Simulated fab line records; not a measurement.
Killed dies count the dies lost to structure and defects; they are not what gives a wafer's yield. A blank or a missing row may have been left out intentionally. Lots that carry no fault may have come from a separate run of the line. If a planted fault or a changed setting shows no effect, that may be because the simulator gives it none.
Matching of chambers ; flow n5 finfet ; N5_BEOL_M8_DEP_56 on pecvd-03: 3 sister chambers
The step deposits SiCN from 3MS/NH3, target thk 10 nm, time 17.5 s. 3 wafers are shown with their chamber, then 7 later ones without.

## WAFERS, EACH WITH ITS CHAMBER
wafer;chamber;showerhead plenum p Torr (Torr)
L230.1;0;3.675
L232.2;1;3.642
L232.4;2;3.667

## WAFERS WHOSE CHAMBER IS MISSING
wafer;showerhead plenum p Torr (Torr)
L232.6;3.642
L234.1;3.645
L234.2;3.679
L234.5;3.647
L237.2;3.635
L237.3;3.674
L237.5;3.687

## EACH ONE'S CHAMBER
wafer;from the rows above;in truth
L232.6;1;1
L234.1;1;1
L234.2;can't be placed: 0 or 2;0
L234.5;1;1
L237.2;1;1
L237.3;can't be placed: 0 or 2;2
L237.5;can't be placed: 0 or 2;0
Correctly placed: 4 of 7. From these rows, 3 cannot be placed; in 3 the true chamber is one of the candidates. Number placed wrongly: 0.
How it was worked out, from the rows above alone: a wafer's distance from a chamber is the root of the sum, over the readings, of the square of ((its reading less the chamber's mean) divided by the reading's scatter). The wafer belongs to the nearest chamber; if the next one is less than 2 further off, it can't be placed. Each chamber's mean is taken over the wafers shown for it. The scatter (one wafer shown for each chamber): square how far every hidden wafer sits from the nearest shown wafer, average those squares and take the square root.
